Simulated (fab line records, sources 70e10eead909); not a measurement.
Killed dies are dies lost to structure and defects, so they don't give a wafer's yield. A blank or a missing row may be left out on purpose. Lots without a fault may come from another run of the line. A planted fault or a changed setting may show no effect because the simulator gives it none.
One fault seen from 2 desks | flow nand_harc | each desk has only its own numbers; what lay behind them comes last

THE TOOL OWNER'S DESK: pvd_sputter-03
The tool's own readings at NHARC_A_BONDPAD_PVD_27 (deposits Cu, target thk 30 nm, time 20.49 s): means of the sampled wafers that have a number, for each lot that ran on this tool. A lot is out of limits, marked OUT, if its mean lies more than 4 standard deviations from the usual mean; the brackets give that distance.
Columns: A = throttle_valve_pct at NHARC_A_BONDPAD_PVD_27, usual 29.9 %
lot  | first seen here | A
L768 | day 18 15:52    | 29.1
L770 | day 19 19:26    | 29.2
L774 | day 20 07:35    | 29.1
L773 | day 20 20:28    | 28.9
L772 | day 21 06:01    | 29.3
L775 | day 22 04:23    | 29.7
L782 | day 22 21:13    | 29.7
This desk's finding: nothing out of limits on any of the 7 lots.

THE METROLOGY DESK
What the gauges read, lot by lot, whatever tool the lot ran on: means of the sampled wafers that have a number. A lot is out of limits, marked OUT, if its mean lies more than 4 standard deviations from the usual mean; the brackets give that distance.
Columns: A = thk_nm at NHARC_A_BONDPAD_THK_MEAS_30, usual 200.3 nm; B = cd_nm at NHARC_THIN_TSV_CD_MEAS_33, usual 4999.9 nm
lot  | first seen here | A     | B
L764 | day 18 03:56    | 201.7 | 5001.9
L763 | day 18 04:28    | 199.0 | 4999.7
L768 | day 18 14:01    | 200.1 | 4998.7
L767 | day 18 14:38    | 200.8 | 4999.1
L770 | day 19 17:26    | 199.1 | 5000.5
L769 | day 19 18:19    | 199.8 | 4999.2
L774 | day 20 05:37    | 200.8 | 5003.1
L773 | day 20 17:17    | 202.1 | 5000.7
L771 | day 20 17:35    | 199.9 | 5002.1
L772 | day 21 03:58    | 199.2 | 4999.9
L775 | day 22 00:22    | 200.7 | 5000.5
L782 | day 22 19:08    | 200.1 | 5000.6
L786 | day 23 22:05    | 198.8 | 4999.9
This desk's finding: nothing out of limits on any of the 13 lots.

PUT TOGETHER
The tool owner's desk saw nothing out of limits.
The metrology desk saw nothing out of limits.

WHAT THE SIMULATOR HAD PUT IN
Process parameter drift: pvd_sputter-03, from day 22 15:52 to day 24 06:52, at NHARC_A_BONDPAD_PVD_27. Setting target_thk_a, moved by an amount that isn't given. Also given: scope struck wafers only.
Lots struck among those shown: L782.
